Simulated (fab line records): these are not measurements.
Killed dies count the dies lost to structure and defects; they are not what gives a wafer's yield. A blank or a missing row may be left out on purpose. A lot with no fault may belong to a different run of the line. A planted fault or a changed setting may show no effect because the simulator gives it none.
fab line records -- flow nand-harc
record: lots: 5, wafers: 15, last-day: 24
route steps=1159 shown P_ZERO_WELL@68 P_STI@69
lots that met no fault: from a run of the same line without faults
start-h: the number of hours between the record's first day and the start of the first shown wafer of the lot -- wait-h: hours elapsed since this lot's preceding step -- " same as the row above -- L1.1+2: a single row standing in for several wafers -- - no value, or no start given -- * or withheld: withheld -- < > ~ a bound
route shown NAME@n: names a module that has steps shown in the file, with the first one's number in the route -- usual: the fault-free wafers' mean and standard deviation -- same: alike in all rows -- chamber/n: place in a boat -- sites: each site's reading -- _std_site: how widely they spread, as a standard deviation -- _edge_site: inner sites' mean taken away from outer sites' mean -- radius-mm: for every site, how far away it sits from the centre of the wafer -- mask NAME#n: copy n -- behind: the most recent tool/chamber to have shaped the wafer -- hold: what put the lot on hold/how long, in hours/how the hold closed -- device: whichever transistor did not switch (one of n, p or np) -- end of line: the route-end tests of the same wafers -- a step given without rows: its recipe and nothing more -- killed: the dies lost at the first sort to structure and to defects; this is not the yield of the wafer -- map: a wafer's dies, x killed, . not, _ none there
set.NAME: the run value of the setting; set.NAME@STEP: its run value at that earlier step -- model.NAME: the simulator's own value behind a step, which no gauge read
lots at selected steps of the route; one table per step, one row per wafer
services: the hour from which a tool's chamber was out of use, counted from the record's first day as start-h (under 0 if before that day), plus the number of hours and why
== steps ==
step: NHARC_P_ZERO_WELL_INSPECT_43
usual: raw-defect-count: 13/6.1
lot.wafer,tool,chamber,start-h,wait-h,raw-defect-count
L669.1,defect-inspect-02,-,61.51,0.6,5
L669.3,defect-inspect-02,-,61.51,0.6,8
L669.6,defect-inspect-02,-,61.51,0.6,6
L677.1,defect-inspect-02,-,109.54,0.6,9
L677.2,defect-inspect-02,-,109.54,0.6,12
L677.6,defect-inspect-02,-,109.54,0.6,4
L680.3,defect-inspect-02,-,127.47,0.4,7
L680.4,defect-inspect-02,-,127.47,0.4,4
L680.6,defect-inspect-02,-,127.47,0.4,10
L683.3,defect-inspect-02,-,145.84,0.4,12
L683.5,defect-inspect-02,-,145.84,0.4,11
L683.6,defect-inspect-02,-,145.84,0.4,12
L685.1,defect-inspect-02,-,157.63,0.6,21
L685.2,defect-inspect-02,-,157.63,0.6,31
L685.4,defect-inspect-02,-,157.63,0.6,25
step: NHARC_P_STI_ETCH_26
recipe: target-depth-a: 110, chemistry: dHF, material: SiO2
step: NHARC_P_STI_PRECLEAN_27
recipe: time-s: *, temp-c: 50, bath-age-min: 0, chemistry: SC1
step: NHARC_P_STI_SRD_28
step: NHARC_P_STI_OXIDE_29
recipe: target-thk-a: 100, temp-c: 900, ox-time-s: 1362, material: SiO2
step: NHARC_P_STI_HM_DEP_30
recipe: target-thk-a: 800, temp-c: 790, pressure-mtorr: 300, time-s: 873, material: Si3N4
step: NHARC_P_STI_DEHYDRATE_01
recipe: temp-c: 150, time-s: 120
step: NHARC_P_STI_HMDS_02
recipe: time-s: 30
step: NHARC_P_STI_COAT_41
recipe: temp-c: 200, time-s: 65
step: NHARC_P_STI_COAT_03
recipe: spin-rpm: 2000, resist-thk-nm: 600
step: NHARC_P_STI_SOFTBAKE_04
recipe: temp-c: 125, time-s: 70
step: NHARC_P_STI_EBR_05
step: NHARC_P_STI_EXPOSE_06
recipe: na: 0.55, target-cd-nm: 200, dose-mj: 37.69, mask-id: P_STI
lot.wafer,tool,chamber,start-h,wait-h,mask
L669.1+3+6,krf-scanner-03,0,74.65,-,P_STI_R1#0
L677.1+2+6,krf-scanner-03,0,124.95,-,P_STI#0
L680.3+4+6,krf-scanner-04,0,145.65,-,P_STI#0
L683.3+5+6,krf-scanner-04,0,161.38,-,P_STI#0
L685.1+2+4,krf-scanner-02,0,172.85,-,P_STI#0
step: NHARC_P_STI_PEB_07
recipe: peb-temp-c: 128, peb-time-s: 80
step: NHARC_P_STI_DEVELOP_08
recipe: time-s: 50, dev-temp-c: 22
step: NHARC_P_STI_CD_MEAS_09
recipe: target-cd-nm: 200, landing-energy-ev: 500
usual: cd-nm: 200.2/2.4
same: landing-energy-ev: 500
lot.wafer,tool,chamber,start-h,wait-h,cd-nm
L669.1,cd-sem-02,0,74.80,-,214.0
L669.3,cd-sem-02,0,74.80,-,212.8
L669.6,cd-sem-02,0,74.80,-,216.1
L677.1,cd-sem-01,0,125.10,-,197.4
L677.2,cd-sem-01,0,125.10,-,200.2
L677.6,cd-sem-01,0,125.10,-,201.7
L680.3,cd-sem-01,0,145.81,-,202.5
L680.4,cd-sem-01,0,145.81,-,197.3
L680.6,cd-sem-01,0,145.81,-,202.1
L683.3,cd-sem-01,0,161.54,-,200.0
L683.5,cd-sem-01,0,161.54,-,197.5
L683.6,cd-sem-01,0,161.54,-,199.1
L685.1,cd-sem-02,0,173.01,-,198.6
L685.2,cd-sem-02,0,173.01,-,197.8
L685.4,cd-sem-02,0,173.01,-,201.6
step: NHARC_P_STI_OVL_MEAS_10
usual: overlay-x-nm: 1/6.1, overlay-y-nm: 2/4.2
lot.wafer,tool,chamber,start-h,wait-h,overlay-x-nm,overlay-y-nm
L669.1,overlay-02,-,74.89,-,-8,2
L669.3,overlay-02,-,74.89,-,-8,2
L669.6,overlay-02,-,74.89,-,-8,2
L677.1,overlay-01,-,125.19,-,-9,-7
L677.2,overlay-01,-,125.19,-,-9,-7
L677.6,overlay-01,-,125.19,-,-9,-6
L680.3,overlay-01,-,145.89,-,-2,4
L680.4,overlay-01,-,145.89,-,-1,4
L680.6,overlay-01,-,145.89,-,-2,4
L683.3,overlay-01,-,161.62,-,6,2
L683.5,overlay-01,-,161.62,-,5,3
L683.6,overlay-01,-,161.62,-,5,2
L685.1,overlay-02,-,173.10,-,3,2
L685.2,overlay-02,-,173.10,-,3,2
L685.4,overlay-02,-,173.10,-,3,1
step: NHARC_P_STI_INSPECT_11
usual: raw-defect-count: 5.2/2.8
lot.wafer,tool,chamber,start-h,wait-h,raw-defect-count
L669.1,defect-inspect-01,-,74.93,0.0,4
L669.3,defect-inspect-01,-,74.93,0.0,6
L669.6,defect-inspect-01,-,74.93,0.0,6
L677.1,defect-inspect-01,-,125.23,0.0,6
L677.2,defect-inspect-01,-,125.23,0.0,6
L677.6,defect-inspect-01,-,125.23,0.0,7
L680.3,defect-inspect-01,-,145.93,0.0,3
L680.4,defect-inspect-01,-,145.93,0.0,13
L680.6,defect-inspect-01,-,145.93,0.0,3
L683.3,defect-inspect-01,-,161.66,0.0,5
L683.5,defect-inspect-01,-,161.66,0.0,2
L683.6,defect-inspect-01,-,161.66,0.0,3
L685.1,defect-inspect-02,-,173.14,0.0,3
L685.2,defect-inspect-02,-,173.14,0.0,5
L685.4,defect-inspect-02,-,173.14,0.0,2
step: NHARC_P_STI_HARDBAKE_13
recipe: temp-c: 118, time-s: 65
step: NHARC_P_STI_DESCUM_14
recipe: time-s: 3, o2-flow-sccm: 200, ar-flow-sccm: 0, bias-power-w: 0, chemistry: O2
usual: drypump-motor-current-A: 5.7/0.53, oes-product-au: 1.004/0.0082, rf-vpp-V: 57.9/0.87, showerhead-plenum-p-Torr: 1.93/0.094, throttle-valve-pct: 11.311/0.0098
lot.wafer,tool,chamber,start-h,wait-h,drypump-motor-current-A,oes-product-au,rf-hours-counter-h,rf-vpp-V,showerhead-plenum-p-Torr,throttle-valve-pct,model.P_STI.cd-nm
L669.3,rie-diel-09,1,75.06,-,5.8,0.989,3.2,56.6,1.87,11.312,212.8
L669.1,rie-diel-09,2,75.06,-,5.4,1.004,3.3,58.8,2.01,11.322,214.4
L669.6,rie-diel-09,1,75.06,-,5.8,1.007,-,57.7,1.87,11.319,216.1
L677.2,rie-diel-10,1,125.38,-,6.8,0.995,4.4,56.1,1.89,11.313,200.5
L677.1,rie-diel-10,2,125.38,-,5.4,0.992,4.1,58.5,1.80,11.308,197.4
L677.6,rie-diel-10,3,125.38,-,6.3,1.003,-,58.9,2.06,11.318,201.7
L680.4,rie-diel-09,2,146.06,-,5.3,0.997,1.2,58.9,2.01,11.317,197.7
L680.3,rie-diel-09,3,146.06,-,5.0,0.996,1.2,58.4,1.96,11.296,202.3
L680.6,rie-diel-09,2,146.06,-,5.3,1.006,-,58.8,2.01,11.292,202.8
L683.3,rie-diel-10,3,161.80,-,6.2,1.011,5.4,60.0,2.06,11.308,199.9
L683.5,rie-diel-10,2,161.80,-,5.4,1.014,-,57.1,1.80,11.313,197.1
L683.6,rie-diel-10,3,161.80,-,6.2,1.008,-,58.7,2.06,11.314,198.9
L685.2,rie-diel-09,0,173.28,-,5.3,1.004,2.0,57.4,2.04,11.305,196.9
L685.1,rie-diel-09,1,173.28,-,5.8,1.003,2.1,56.7,1.87,11.303,198.3
L685.4,rie-diel-09,2,173.28,-,5.4,1.002,2.4,57.1,2.01,11.302,202.2
step: NHARC_P_STI_ETCH_42
recipe: target-depth-a: 800, overetch-a: 240, time-s: 61, ion-energy-ev: 200, n2-flow-sccm: 150, h2-flow-sccm: 150, ar-flow-sccm: 0, rf-w: 400, bias-w: 150, chemistry: N2/H2
usual: drypump-motor-current-A: 5.7/0.52, oes-product-au: 1.004/0.0095, rf-fwd-power-W: 395.2/1.3, rf-vpp-V: 431.0/3, showerhead-plenum-p-Torr: 2.06/0.1, throttle-valve-pct: 14.172/0.0095
lot.wafer,tool,chamber,start-h,wait-h,drypump-motor-current-A,oes-product-au,rf-fwd-power-W,rf-hours-counter-h,rf-vpp-V,showerhead-plenum-p-Torr,throttle-valve-pct
L669.1,rie-diel-09,0,75.16,0.1,5.3,1.003,396.0,3.0,433.2,2.18,14.178
L669.3,rie-diel-09,1,75.16,0.1,5.7,0.992,393.7,3.2,428.1,1.99,14.197
L669.6,rie-diel-09,0,75.16,0.1,5.4,1.001,396.8,-,434.7,2.18,14.177
L677.1,rie-diel-10,0,125.45,0.1,5.9,1.016,395.8,4.4,426.7,1.92,14.165
L677.2,rie-diel-10,2,125.45,0.1,5.4,1.008,395.5,4.1,425.8,1.92,14.172
L677.6,rie-diel-10,1,125.45,0.1,6.8,1.009,395.7,-,430.5,2.02,14.176
L680.3,rie-diel-09,3,146.16,0.1,5.0,0.997,395.8,1.3,431.3,2.09,14.166
L680.4,rie-diel-09,0,146.16,0.1,5.3,0.997,393.5,1.2,435.6,2.18,14.171
L680.6,rie-diel-09,2,146.16,0.1,5.3,1.002,397.3,-,433.1,2.14,14.178
L683.3,rie-diel-10,2,161.89,0.1,5.4,1.007,394.3,5.1,427.5,1.91,14.177
L683.6,rie-diel-10,3,161.89,0.1,6.3,1.010,393.7,-,434.0,2.20,14.163
L683.5,rie-diel-10,0,161.89,0.1,5.9,1.002,394.9,-,427.1,1.92,14.162
L685.4,rie-diel-09,3,173.37,0.1,5.0,0.993,393.4,2.4,430.7,2.09,14.163
L685.2,rie-diel-09,0,173.37,0.1,5.3,0.995,393.7,2.0,432.8,2.18,14.173
L685.1,rie-diel-09,1,173.37,0.1,5.8,0.983,393.2,2.1,428.5,1.99,14.159
step: NHARC_P_STI_ETCH_31
recipe: target-depth-a: 1089, time-s: 54.5, cf4-flow-sccm: 100, chf3-flow-sccm: 30, ar-flow-sccm: 0, rf-w: 500, bias-w: 200, chemistry: CF4/CHF3
usual: drypump-motor-current-A: 5.7/0.53, oes-product-au: 0.966/0.015, rf-fwd-power-W: 493.4/1.7, rf-vpp-V: 370.9/2.6, showerhead-plenum-p-Torr: 1.58/0.072, throttle-valve-pct: 16.803/0.0089
lot.wafer,tool,chamber,start-h,wait-h,drypump-motor-current-A,oes-product-au,rf-fwd-power-W,rf-hours-counter-h,rf-vpp-V,showerhead-plenum-p-Torr,throttle-valve-pct
L669.1,rie-diel-09,2,-,-,5.4,0.967,492.4,3.3,373.8,1.65,16.794
L669.3,rie-diel-09,3,-,-,5.0,0.980,491.4,3.3,372.5,1.61,16.794
L669.6,rie-diel-09,2,-,-,5.4,0.972,492.1,-,373.1,1.65,16.804
L677.2,rie-diel-10,0,-,-,5.9,0.966,495.5,4.4,367.6,1.49,16.798
L677.1,rie-diel-10,1,-,-,6.8,0.983,492.3,4.4,370.1,1.56,16.791
L677.6,rie-diel-10,3,-,-,6.2,0.966,495.0,-,373.4,1.68,16.789
L680.4,rie-diel-09,0,-,-,5.3,0.992,493.8,1.2,372.0,1.67,16.803
L680.3,rie-diel-09,1,-,-,5.8,0.964,493.5,1.2,369.7,1.54,16.805
L680.6,rie-diel-09,2,-,-,5.3,0.960,494.8,-,374.0,1.65,16.796
L683.3,rie-diel-10,1,-,-,6.7,0.972,495.6,5.4,370.2,1.56,16.810
L683.6,rie-diel-10,1,-,-,6.8,0.970,492.8,-,368.3,1.56,16.818
L683.5,rie-diel-10,2,-,-,5.4,0.952,494.0,-,367.0,1.48,16.785
L685.1,rie-diel-09,3,-,-,5.0,0.959,493.3,2.5,371.0,1.61,16.821
L685.2,rie-diel-09,1,-,-,5.7,0.968,489.6,2.2,369.5,1.54,16.807
L685.4,rie-diel-09,2,-,-,5.3,0.975,495.4,2.4,373.1,1.64,16.809
step: NHARC_P_STI_ETCH_15
recipe: target-depth-a: 3000, taper-deg: 4, time-s: 100.1, hbr-flow-sccm: 150, cl2-flow-sccm: 50, rf-w: 400, icp-w: 400, bias-w: 100, chemistry: HBr/Cl2
usual: drypump-motor-current-A: 5.7/0.32, hbr-flow-sccm: 150.1/0.45, oes-product-au: 1.000/0.011, rf-fwd-power-W: 397.3/1.3, throttle-valve-pct: 26.406/0.0086
lot.wafer,tool,chamber,start-h,wait-h,drypump-motor-current-A,hbr-flow-sccm,oes-product-au,rf-fwd-power-W,rf-hours-counter-h,throttle-valve-pct,model.P_STI.cd-nm
L669.1,rie-si-01,3,75.34,-,6.0,150.1,1.012,398.8,0.9,26.401,213.1
L669.3,rie-si-01,2,75.34,-,5.1,149.4,1.000,394.7,0.6,26.400,211.4
L669.6,rie-si-01,2,75.34,-,5.1,149.6,1.006,395.1,-,26.410,214.5
L677.1,rie-si-01,1,125.67,-,6.3,149.8,1.013,397.1,0.9,26.400,198
L677.2,rie-si-01,2,125.67,-,5.1,150.5,1.004,398.0,1.0,26.405,200
L677.6,rie-si-01,0,125.67,-,5.2,149.7,1.010,398.1,-,26.392,201.8
L680.4,rie-si-05,3,146.35,-,5.9,150.5,0.989,398.4,0.6,26.400,197.1
L680.3,rie-si-05,0,146.35,-,5.6,150.3,1.003,394.9,0.5,26.398,201.9
L680.6,rie-si-05,2,146.35,-,5.6,150.0,0.997,396.9,-,26.403,202.3
L683.3,rie-si-05,1,162.10,-,5.9,149.6,0.984,397.7,0.7,26.388,199.4
L683.6,rie-si-05,3,162.10,-,5.8,150.0,1.001,396.6,-,26.409,198.9
L683.5,rie-si-05,0,162.10,-,5.5,150.9,1.025,396.6,-,26.405,197.5
L685.1,rie-si-01,2,173.55,-,5.1,150.1,1.014,397.7,0.2,26.395,197.2
L685.2,rie-si-01,0,173.55,-,5.3,149.6,1.011,399.9,0.3,26.421,195.9
L685.4,rie-si-01,1,173.55,-,6.3,150.0,1.028,395.8,0.3,26.405,201.8
step: NHARC_P_STI_CD_MEAS_16
usual: cd-nm: 199.4/2.6
lot.wafer,tool,chamber,start-h,wait-h,cd-nm
L669.1,cd-sem-02,-,75.53,-,213.4
L669.3,cd-sem-02,-,75.53,-,211.6
L669.6,cd-sem-02,-,75.53,-,214.4
L677.1,cd-sem-01,-,125.81,-,197.9
L677.2,cd-sem-01,-,125.81,-,199.8
L677.6,cd-sem-01,-,125.81,-,201.9
L680.3,cd-sem-02,-,146.50,-,202.2
L680.4,cd-sem-02,-,146.50,-,196.7
L680.6,cd-sem-02,-,146.50,-,202.0
L683.3,cd-sem-02,-,162.23,-,199.4
L683.5,cd-sem-02,-,162.23,-,197.1
L683.6,cd-sem-02,-,162.23,-,199.1
L685.1,cd-sem-02,-,173.71,-,197.4
L685.2,cd-sem-02,-,173.71,-,196.1
L685.4,cd-sem-02,-,173.71,-,201.8
step: NHARC_P_STI_OCD_MEAS_17
usual: trench-depth-nm: 301/4.7, trench-foot-cd-nm: 158.1/2.6
lot.wafer,tool,chamber,start-h,wait-h,trench-depth-nm,trench-foot-cd-nm
L669.1,ocd-01,-,75.62,0.1,303,172.0
L669.3,ocd-01,-,75.62,0.1,304,169.8
L669.6,ocd-01,-,75.62,0.1,304,173.3
L677.1,ocd-02,-,125.90,0.1,307,154.1
L677.2,ocd-02,-,125.90,0.1,302,158.5
L677.6,ocd-02,-,125.90,0.1,304,159.7
L680.3,ocd-01,-,146.59,0.1,303,159.9
L680.4,ocd-01,-,146.59,0.1,297,155.4
L680.6,ocd-01,-,146.59,0.1,299,160.2
L683.3,ocd-01,-,162.32,0.1,296,158.4
L683.5,ocd-01,-,162.32,0.1,311,154.0
L683.6,ocd-01,-,162.32,0.1,299,157.2
L685.1,ocd-01,-,173.80,0.1,307,155.9
L685.2,ocd-01,-,173.80,0.1,305,155.4
L685.4,ocd-01,-,173.80,0.1,312,157.8
step: NHARC_P_STI_STRIP_19
recipe: time-s: 900, temp-c: 130, chemistry: SPM
== services ==
tool,chamber,start-h,hours,kind
rie-diel-09,0,56.10,-,clean
rie-diel-09,1,56.10,-,clean
rie-diel-09,2,56.10,-,clean
rie-diel-09,3,56.10,-,clean
rie-si-05,-,62.00,9.0,pm
krf-scanner-04,-,73.75,1.8,repair
rie-si-01,0,74.32,2.4,repair
rie-diel-09,-,77.10,9.0,pm
rie-diel-09,0,77.10,9.0,vent-cycle
rie-diel-09,1,77.10,9.0,vent-cycle
rie-diel-09,2,77.10,9.0,vent-cycle
rie-diel-09,3,77.10,9.0,vent-cycle
krf-scanner-04,-,85.05,0.5,repair
rie-diel-09,0,86.10,-,clean
rie-diel-09,1,86.10,-,clean
rie-diel-10,3,114.94,6.0,repair
krf-scanner-02,-,119.74,4.0,pm
krf-scanner-04,-,126.00,4.0,pm
rie-si-01,-,127.32,9.0,pm
krf-scanner-03,-,137.86,2.4,repair
krf-scanner-02,-,138.10,2.7,repair
rie-si-05,-,144.65,0.4,repair
rie-diel-09,0,148.73,1.2,repair
krf-scanner-03,-,168.00,4.0,pm
== key ==
first-sign: step: NHARC_P_STI_EXPOSE_06, reading: mask, direction: changed
effect: step: NHARC_P_STI_CD_MEAS_09, reading: cd-nm, direction: up, sigmas: 5.8, usual: 200.2, struck: 214.3
effect: step: NHARC_P_STI_CD_MEAS_16, reading: cd-nm, direction: up, sigmas: 5.3, usual: 199.4, struck: 213.2
effect: step: NHARC_P_STI_OCD_MEAS_17, reading: trench-foot-cd-nm, direction: up, sigmas: 5.2, usual: 158.1, struck: 171.7
model-effect: step: NHARC_P_STI_DESCUM_14, value: P_STI.cd-nm, without: 199.6, struck: 214.5
model-effect: step: NHARC_P_STI_ETCH_15, value: P_STI.cd-nm, without: 198.2, struck: 213
met-at NHARC_P_STI_EXPOSE_06
struck-wafers L669.1,L669.3,L669.6
tester-left-out L669
fault: kind: wrong-mask, tool: any, chamber: -, onset-h: 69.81, steps: NHARC_P_STI_EXPOSE_06, aux-copy: P_STI_R1#0, cd-offset-nm: 14.842, scope: struck-lots-only
tester-left-out: of these lots the tester's yield and bins aren't shown, on N5 and GAA mostly nor the transistor test; their killed dies are dies lost to structure and defects alone, not to doping, threshold or leakage, so they don't give the yield
